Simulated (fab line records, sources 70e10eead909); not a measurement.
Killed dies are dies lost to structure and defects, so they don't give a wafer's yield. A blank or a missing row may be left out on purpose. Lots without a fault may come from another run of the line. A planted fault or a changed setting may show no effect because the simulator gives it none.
Chamber matching | flow nand_harc | NHARC_A_STAIRCASE_CMP_450 on cmp-01: 4 sister chambers
The step polishes SiO2, target thk 200 nm. 8 wafers are shown with their chamber, then 8 later ones without.

WAFERS WITH THEIR CHAMBER
wafer  | chamber | motor_current_A (A)
L077.2 | 1       | 14.0
L078.1 | 1       | 14.3
L078.3 | 3       | 11.6
L082.5 | 3       | 12.2
L091.1 | 2       | 12.0
L091.3 | 0       | 12.8
L091.5 | 2       | 12.5
L092.2 | 0       | 13.3

WAFERS WITHOUT THEIR CHAMBER
wafer  | motor_current_A (A)
L092.5 | 13.1
L092.6 | 11.3
L094.3 | 13.6
L094.4 | 12.0
L094.6 | 12.2
L097.1 | 16.0
L097.4 | 11.5
L097.5 | 13.0

WHICH CHAMBER EACH WENT THROUGH
wafer  | from the rows above     | in truth
L092.5 | 0                       | 0
L092.6 | can't be placed: 3 or 2 | 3
L094.3 | can't be placed: 0 or 1 | 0
L094.4 | can't be placed: 3 or 2 | 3
L094.6 | can't be placed: 2 or 3 | 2
L097.1 | 1                       | 1
L097.4 | can't be placed: 3 or 2 | 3
L097.5 | 0                       | 0
Placed correctly: 3 of 8. Can't be placed from these rows: 5 (the true chamber is among the candidates in 5). Placed wrongly: 0.
How it was worked out, from the rows above alone: a wafer's distance from a chamber is the root of the sum, over the readings, of the square of ((its reading less the chamber's mean) divided by the reading's scatter). The wafer belongs to the nearest chamber; if the next one is less than 2 further off, it can't be placed. A chamber's mean is the mean of its shown wafers. The scatter: the root of (the sum of the squares of (reading less its chamber's mean) over the shown wafers, divided by (wafers less chambers)).
